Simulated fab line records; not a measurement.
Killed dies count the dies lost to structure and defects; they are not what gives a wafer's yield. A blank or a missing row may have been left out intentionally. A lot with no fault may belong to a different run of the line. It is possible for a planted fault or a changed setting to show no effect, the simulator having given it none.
Split-lot study | flow n5Finfet | on a route of 1938 steps: 7 lots, 21 wafers read

THE SPLIT ITSELF
At N5_BEOL_M14_TRENCH_ETCH_34 (etches SiO2 in C4F8/O2/Ar, target depth 556.65 nm, time 126.9 s), the setting timeS was moved away from the recipe's 126.9 s on 7 of the 21 wafers read, by -18.5% to +7.2%. All remaining wafers had this setting at the recipe value.

FROM THE SPLIT TO THE READING: what the file shows between them, 7 steps
- N5_BEOL_M14_STRIP_70: strips in C4F8/O2/Ar
- N5_BEOL_M14_OCD_MEAS_35
- N5_BEOL_M14_SPUTTER_45: material Cu, target thk 100 nm, time 16.67 s (also split here: timeS)
- N5_BEOL_M14_ECD_47: material Cu, target thk 1248 nm
- N5_BEOL_M14_ANNEAL_48: time 90 s
- N5_BEOL_M14_CMP_49: polishes, stops on SiO2, t overpolish 5.2 s, target thk 560 nm
- N5_BEOL_M14_DEP_53: deposits SiCN from 3MS/NH3, target thk 50 nm, time 17.8 s (also split here: timeS)

THE READING
M14_RS in ohm/sq, measured at N5_BEOL_M14_RS_MEAS_54 by four-point-probe. Fault-free wafers of this fab line usually give 0.0334 ohm/sq, standard deviation 0.00086 ohm/sq.

wafer  | tool, chamber at the split | timeS as run, s | against the recipe | M14_RS, ohm/sq | against lot-mates on the recipe
L074.2 | rieDiel-03, 2              | 108.2           | -14.7%             | 0.0385         | +0.0058
L074.4 | rieDiel-03, 0              | 126.9           | recipe             | 0.0327         | -
L074.6 | rieDiel-03, 2              | 108.2           | -14.7%             | 0.0391         | +0.0064
L080.2 | rieDiel-04, 0              | 126.9           | recipe             | 0.0332         | -
L080.5 | rieDiel-04, 2              | 109             | -14.1%             | 0.0401         | +0.0066
L080.6 | rieDiel-04, 3              | 126.9           | recipe             | 0.0338         | -
L081.1 | rieDiel-03, 3              | 126.9           | recipe             | 0.0326         | -
L081.3 | rieDiel-03, 1              | 103.4           | -18.5%             | 0.0414         | +0.0088
L081.5 | rieDiel-03, 0              | 103.4           | -18.5%             | 0.0402         | +0.0076
L084.2 | rieDiel-04, 2              | 126.9           | recipe             | 0.0341         | -
L084.3 | rieDiel-04, 3              | 126.9           | recipe             | 0.0331         | -
L084.4 | rieDiel-04, 0              | 126.9           | recipe             | 0.0331         | -
L085.1 | rieDiel-04, 2              | 126.9           | recipe             | 0.0348         | -
L085.2 | rieDiel-04, 0              | 126.9           | recipe             | 0.0332         | -
L085.3 | rieDiel-04, 3              | 106.7           | -15.9%             | 0.0402         | +0.0062
L089.1 | rieDiel-03, 1              | 136.1           | +7.2%              | 0.0317         | -0.0017
L089.4 | rieDiel-03, 2              | 126.9           | recipe             | 0.0331         | -
L089.6 | rieDiel-03, 1              | 126.9           | recipe             | 0.0338         | -
L094.1 | rieDiel-02, 0              | 126.9           | recipe             | 0.0346         | -
L094.2 | rieDiel-02, 1              | 126.9           | recipe             | 0.0345         | -
L094.6 | rieDiel-02, 0              | 126.9           | recipe             | 0.0350         | -

FIT RESULTS
A straight line over all 21 wafers: M14_RS changes by -0.000379 ohm/sq for each +1% of timeS; r = -0.97; the points scatter about the line by 0.00078 ohm/sq.
The same after taking each lot's own level away (the mean of its wafers on the recipe; 21 wafers): -0.000417 ohm/sq for each +1%; r = -0.99; scatter 0.00056 ohm/sq.
Per that fit: largest timeS move, reading shift of 0.0077 ohm/sq.
The span of the lots' own levels, 0.03260 to 0.03470 ohm/sq, comes to 2.4 times the standard deviation stated above.
The two slopes are in agreement: the lot-to-lot level therefore moves the slope only a little.
Check: +0.00758 ohm/sq against its lot-mates is what the line predicts for one of the wafers moved furthest among these (-18.5%) when that wafer is left out of the fit. Against them it came out at +0.0088 ohm/sq.

FURTHER SPLITS ON THESE WAFERS
Before the reading, these wafers also passed through other splits. Each is held against what the fit with the lots' levels taken away leaves over:
other split on the same wafers | wafers away from the commonest value | r with M14_RS (lot level and that fit taken away)
N5_BEOL_M14_EXPOSE_25 doseMj   | 5                                    | -0.14
N5_BEOL_M14_SPUTTER_45 timeS   | 8                                    | -0.19
N5_BEOL_M14_DEP_53 timeS       | 8                                    | -0.12

THE WHOLE CHAIN: every reading that the file lists as answering this split, in the file's order
step                       | what it does                                                    | reading                                                                      | change (the file's fit)               | r (the file's)
N5_BEOL_M14_TRENCH_ETCH_34 | etches SiO2 in C4F8/O2/Ar, target depth 556.65 nm, time 126.9 s | etch.depthNm (the simulator's own value, which no gauge read)                | +5.78 nm for each +1% of the setting  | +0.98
N5_BEOL_M14_OCD_MEAS_35    |                                                                 | trenchDepthNm                                                                | +5.78 nm for each +1% of the setting  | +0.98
N5_BEOL_M14_CMP_49         | polishes, stops on SiO2, t overpolish 5.2 s, target thk 560 nm  | Cu_of_BEOL_M14_ECD_47.thkNm (the simulator's own value, which no gauge read) | +5.52 nm for each +1% of the setting  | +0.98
N5_BEOL_M14_RS_MEAS_54     | measures by four-point-probe                                    | M14_RS                                                                       | -0.000418 for each +1% of the setting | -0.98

FILE'S OWN FIT
M14_RS changes by -0.000418 ohm/sq for each +1% of timeS, r = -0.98.
